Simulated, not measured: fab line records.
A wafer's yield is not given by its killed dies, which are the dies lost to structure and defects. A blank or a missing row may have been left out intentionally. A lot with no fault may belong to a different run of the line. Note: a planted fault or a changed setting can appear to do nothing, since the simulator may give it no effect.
What tool caused it? / flow n5-finfet / 24 lots with 72 wafers sampled at 3 steps, on a route of 1938 steps

WHAT THE GAUGES READ, wafer by wafer
N5_BEOL_M11_OVL_MEAS_12.
lot=L074; measured=day 10 04:19; on=overlay-01; M11_OVL (nm)=0.7 0.9 1.3
lot=L075; measured=day 10 18:46; on=overlay-01; M11_OVL (nm)=0.5 0.7 1.2
lot=L077; measured=day 11 00:17; on=overlay-02; M11_OVL (nm)=-1.8 -2.4 -1.0
lot=L076; measured=day 11 17:22; on=overlay-01; M11_OVL (nm)=0.7 1.2 1.2
lot=L078; measured=day 12 01:28; on=overlay-02; M11_OVL (nm)=-0.8 0.4 -1.0
lot=L079; measured=day 12 11:09; on=overlay-02; M11_OVL (nm)=1.0 0.8 -0.2
lot=L080; measured=day 13 01:24; on=overlay-02; M11_OVL (nm)=-0.4 0.4 1.3
lot=L081; measured=day 13 01:49; on=overlay-02; M11_OVL (nm)=0.3 0.8 -0.3
lot=L082; measured=day 13 04:17; on=overlay-02; M11_OVL (nm)=-1.2 -0.1 -1.3
lot=L084; measured=day 13 10:40; on=overlay-02; M11_OVL (nm)=1.1 0.7 -0.4
lot=L083; measured=day 13 14:06; on=overlay-01; M11_OVL (nm)=-0.8 -1.2 -1.3
lot=L085; measured=day 13 18:20; on=overlay-02; M11_OVL (nm)=0.7 -0.7 0.1
lot=L086; measured=day 13 18:33; on=overlay-01; M11_OVL (nm)=-1.2 0.0 -0.7
lot=L088; measured=day 14 04:04; on=overlay-01; M11_OVL (nm)=-0.3 1.3 -0.7
lot=L087; measured=day 14 06:46; on=overlay-02; M11_OVL (nm)=-0.1 -0.4 0.4
lot=L090; measured=day 14 12:25; on=overlay-01; M11_OVL (nm)=-0.2 -0.8 -1.3
lot=L089; measured=day 14 21:34; on=overlay-02; M11_OVL (nm)=-0.3 -1.7 -0.1
lot=L091; measured=day 15 06:26; on=overlay-02; M11_OVL (nm)=0.6 0.2 0.1
lot=L092; measured=day 15 09:11; on=overlay-01; M11_OVL (nm)=0.2 1.0 1.5
lot=L093; measured=day 15 16:13; on=overlay-01; M11_OVL (nm)=-1.6 0.3 -0.9
lot=L094; measured=day 15 20:17; on=overlay-02; M11_OVL (nm)=0.0 -0.8 0.3
lot=L095; measured=day 16 09:41; on=overlay-01; M11_OVL (nm)=-0.3 -0.5 -0.8
lot=L096; measured=day 16 13:01; on=overlay-02; M11_OVL (nm)=-0.2 -1.0 1.6
lot=L097; measured=day 16 16:08; on=overlay-01; M11_OVL (nm)=-0.9 0.5 -0.4

TOOL THAT RAN EACH LOT (tool first, then ch and the chambers of the sampled wafers, then the start)
lot=L074; N5_BEOL_M10_SPUTTER_48=pvd-sputter-03, day 10 00:43; N5_BEOL_M10_ANNEAL_51=rtp-anneal-02 ch 0, day 10 00:57
lot=L075; N5_BEOL_M10_SPUTTER_48=pvd-sputter-01, day 10 15:55; N5_BEOL_M10_ANNEAL_51=rtp-anneal-01 ch 0, day 10 16:10
lot=L077; N5_BEOL_M10_SPUTTER_48=pvd-sputter-03, day 10 21:10; N5_BEOL_M10_ANNEAL_51=rtp-anneal-02 ch 0, day 10 21:29
lot=L076; N5_BEOL_M10_SPUTTER_48=pvd-sputter-01, day 11 14:23; N5_BEOL_M10_ANNEAL_51=rtp-anneal-01 ch 0, day 11 15:19
lot=L078; N5_BEOL_M10_SPUTTER_48=pvd-sputter-02, day 11 21:33; N5_BEOL_M10_ANNEAL_51=rtp-anneal-02 ch 0, day 11 21:57
lot=L079; N5_BEOL_M10_SPUTTER_48=pvd-sputter-03, day 12 06:34; N5_BEOL_M10_ANNEAL_51=rtp-anneal-01 ch 0, day 12 06:59
lot=L080; N5_BEOL_M10_SPUTTER_48=pvd-sputter-02, day 12 22:48; N5_BEOL_M10_ANNEAL_51=rtp-anneal-02 ch 0, day 12 23:04
lot=L081; N5_BEOL_M10_SPUTTER_48=pvd-sputter-03, day 12 23:07; N5_BEOL_M10_ANNEAL_51=rtp-anneal-01 ch 0, day 12 23:35
lot=L082; N5_BEOL_M10_SPUTTER_48=pvd-sputter-01, day 13 00:31; N5_BEOL_M10_ANNEAL_51=rtp-anneal-01 ch 0, day 13 00:45
lot=L084; N5_BEOL_M10_SPUTTER_48=pvd-sputter-02, day 13 08:31; N5_BEOL_M10_ANNEAL_51=rtp-anneal-02 ch 0, day 13 08:44
lot=L083; N5_BEOL_M10_SPUTTER_48=pvd-sputter-01, day 13 10:04; N5_BEOL_M10_ANNEAL_51=rtp-anneal-02 ch 0, day 13 11:17
lot=L085; N5_BEOL_M10_SPUTTER_48=pvd-sputter-02, day 13 14:17; N5_BEOL_M10_ANNEAL_51=rtp-anneal-01 ch 0, day 13 14:41
lot=L086; N5_BEOL_M10_SPUTTER_48=pvd-sputter-01, day 13 14:55; N5_BEOL_M10_ANNEAL_51=rtp-anneal-02 ch 0, day 13 15:20
lot=L088; N5_BEOL_M10_SPUTTER_48=pvd-sputter-03, day 14 00:09; N5_BEOL_M10_ANNEAL_51=rtp-anneal-01 ch 0, day 14 00:35
lot=L087; N5_BEOL_M10_SPUTTER_48=pvd-sputter-02, day 14 01:26; N5_BEOL_M10_ANNEAL_51=rtp-anneal-02 ch 0, day 14 02:50
lot=L090; N5_BEOL_M10_SPUTTER_48=pvd-sputter-03, day 14 08:27; N5_BEOL_M10_ANNEAL_51=rtp-anneal-01 ch 0, day 14 09:46
lot=L089; N5_BEOL_M10_SPUTTER_48=pvd-sputter-03, day 14 18:40; N5_BEOL_M10_ANNEAL_51=rtp-anneal-01 ch 0, day 14 19:16
lot=L091; N5_BEOL_M10_SPUTTER_48=pvd-sputter-01, day 15 03:34; N5_BEOL_M10_ANNEAL_51=rtp-anneal-01 ch 0, day 15 04:02
lot=L092; N5_BEOL_M10_SPUTTER_48=pvd-sputter-03, day 15 06:32; N5_BEOL_M10_ANNEAL_51=rtp-anneal-01 ch 0, day 15 06:49
lot=L093; N5_BEOL_M10_SPUTTER_48=pvd-sputter-03, day 15 13:29; N5_BEOL_M10_ANNEAL_51=rtp-anneal-01 ch 0, day 15 13:56
lot=L094; N5_BEOL_M10_SPUTTER_48=pvd-sputter-03, day 15 17:02; N5_BEOL_M10_ANNEAL_51=rtp-anneal-02 ch 0, day 15 17:19
lot=L095; N5_BEOL_M10_SPUTTER_48=pvd-sputter-01, day 16 06:23; N5_BEOL_M10_ANNEAL_51=rtp-anneal-02 ch 0, day 16 06:55
lot=L096; N5_BEOL_M10_SPUTTER_48=pvd-sputter-03, day 16 10:23; N5_BEOL_M10_ANNEAL_51=rtp-anneal-01 ch 0, day 16 10:44
lot=L097; N5_BEOL_M10_SPUTTER_48=pvd-sputter-02, day 16 12:58; N5_BEOL_M10_ANNEAL_51=rtp-anneal-02 ch 0, day 16 13:11
- N5_BEOL_M10_SPUTTER_48: material Cu, target thk 12 nm, time 2 s.
- N5_BEOL_M10_ANNEAL_51: time 90 s.

AS READ BY THE TOOLS THEMSELVES (means over the sampled wafers that have a number; for cases with no such wafer, the mark the record gives instead)
N5_BEOL_M10_SPUTTER_48.
lot=L074; tool=pvd-sputter-03; chamber-pressure-pa (Pa)=0.13011; throttle-valve-pct (%)=29.4
lot=L075; tool=pvd-sputter-01; chamber-pressure-pa (Pa)=0.13014; throttle-valve-pct (%)=29.8
lot=L077; tool=pvd-sputter-03; chamber-pressure-pa (Pa)=0.13020; throttle-valve-pct (%)=29.4
lot=L076; tool=pvd-sputter-01; chamber-pressure-pa (Pa)=0.13006; throttle-valve-pct (%)=29.9
lot=L078; tool=pvd-sputter-02; chamber-pressure-pa (Pa)=0.13002; throttle-valve-pct (%)=29.7
lot=L079; tool=pvd-sputter-03; chamber-pressure-pa (Pa)=0.13014; throttle-valve-pct (%)=29.0
lot=L080; tool=pvd-sputter-02; chamber-pressure-pa (Pa)=0.13002; throttle-valve-pct (%)=30.0
lot=L081; tool=pvd-sputter-03; chamber-pressure-pa (Pa)=0.13026; throttle-valve-pct (%)=30.2
lot=L082; tool=pvd-sputter-01; chamber-pressure-pa (Pa)=0.13001; throttle-valve-pct (%)=29.5
lot=L084; tool=pvd-sputter-02; chamber-pressure-pa (Pa)=0.12989; throttle-valve-pct (%)=30.8
lot=L083; tool=pvd-sputter-01; chamber-pressure-pa (Pa)=0.12987; throttle-valve-pct (%)=30.3
lot=L085; tool=pvd-sputter-02; chamber-pressure-pa (Pa)=0.13021; throttle-valve-pct (%)=29.8
lot=L086; tool=pvd-sputter-01; chamber-pressure-pa (Pa)=0.12977; throttle-valve-pct (%)=29.5
lot=L088; tool=pvd-sputter-03; chamber-pressure-pa (Pa)=0.12996; throttle-valve-pct (%)=29.9
lot=L087; tool=pvd-sputter-02; chamber-pressure-pa (Pa)=0.12990; throttle-valve-pct (%)=30.1
lot=L090; tool=pvd-sputter-03; chamber-pressure-pa (Pa)=0.12984; throttle-valve-pct (%)=29.6
lot=L089; tool=pvd-sputter-03; chamber-pressure-pa (Pa)=0.13002; throttle-valve-pct (%)=28.3
lot=L091; tool=pvd-sputter-01; chamber-pressure-pa (Pa)=0.13001; throttle-valve-pct (%)=30.0
lot=L092; tool=pvd-sputter-03; chamber-pressure-pa (Pa)=0.13006; throttle-valve-pct (%)=29.2
lot=L093; tool=pvd-sputter-03; chamber-pressure-pa (Pa)=0.13033; throttle-valve-pct (%)=28.1
lot=L094; tool=pvd-sputter-03; chamber-pressure-pa (Pa)=0.12992; throttle-valve-pct (%)=29.1
lot=L095; tool=pvd-sputter-01; chamber-pressure-pa (Pa)=0.12992; throttle-valve-pct (%)=29.4
lot=L096; tool=pvd-sputter-03; chamber-pressure-pa (Pa)=0.12982; throttle-valve-pct (%)=30.3
lot=L097; tool=pvd-sputter-02; chamber-pressure-pa (Pa)=0.12994; throttle-valve-pct (%)=29.4

N5_BEOL_M10_ANNEAL_51.
lot=L074 tool=rtp-anneal-02 wafer_temp_C_max=225.70
lot=L075 tool=rtp-anneal-01 wafer_temp_C_max=225.55
lot=L077 tool=rtp-anneal-02 wafer_temp_C_max=225.55
lot=L076 tool=rtp-anneal-01 wafer_temp_C_max=225.47
lot=L078 tool=rtp-anneal-02 wafer_temp_C_max=225.68
lot=L079 tool=rtp-anneal-01 wafer_temp_C_max=225.61
lot=L080 tool=rtp-anneal-02 wafer_temp_C_max=225.91
lot=L081 tool=rtp-anneal-01 wafer_temp_C_max=225.47
lot=L082 tool=rtp-anneal-01 wafer_temp_C_max=225.57
lot=L084 tool=rtp-anneal-02 wafer_temp_C_max=225.91
lot=L083 tool=rtp-anneal-02 wafer_temp_C_max=225.91
lot=L085 tool=rtp-anneal-01 wafer_temp_C_max=225.66
lot=L086 tool=rtp-anneal-02 wafer_temp_C_max=225.97
lot=L088 tool=rtp-anneal-01 wafer_temp_C_max=225.52
lot=L087 tool=rtp-anneal-02 wafer_temp_C_max=226.03
lot=L090 tool=rtp-anneal-01 wafer_temp_C_max=225.77
lot=L089 tool=rtp-anneal-01 wafer_temp_C_max=225.58
lot=L091 tool=rtp-anneal-01 wafer_temp_C_max=225.87
lot=L092 tool=rtp-anneal-01 wafer_temp_C_max=225.70
lot=L093 tool=rtp-anneal-01 wafer_temp_C_max=225.43
lot=L094 tool=rtp-anneal-02 wafer_temp_C_max=225.86
lot=L095 tool=rtp-anneal-02 wafer_temp_C_max=225.61
lot=L096 tool=rtp-anneal-01 wafer_temp_C_max=225.60
lot=L097 tool=rtp-anneal-02 wafer_temp_C_max=225.93

THE ANSWER, worked out from the rows above alone
Rule: the lots themselves supply what counts as usual. The widest of any qualifying gaps counts: lots, ordered by their means at a reading, are off when they make up no more than a third of the lots, leave a main group of 4 or more, and stand apart from it by 3 or more times the standard deviation of that group's means. Not used: any main group whose means are identical at the precision the tables above print for the reading. A lot without any number at a reading at which 4 lots or more have one is off too. Where the step has rows for the other lots, those lots are counted as sound. Order of review: gauges by route order, followed by the tools' own readings, for which a lot's mean as printed above is used. The first step at which some lot is off is used, and at that step the reading that is off furthest; a lot without a number counts as furthest.
Across all readings shown, no lot is off: no conclusion can be drawn from this.

WHAT THE SIMULATOR HAD PUT IN
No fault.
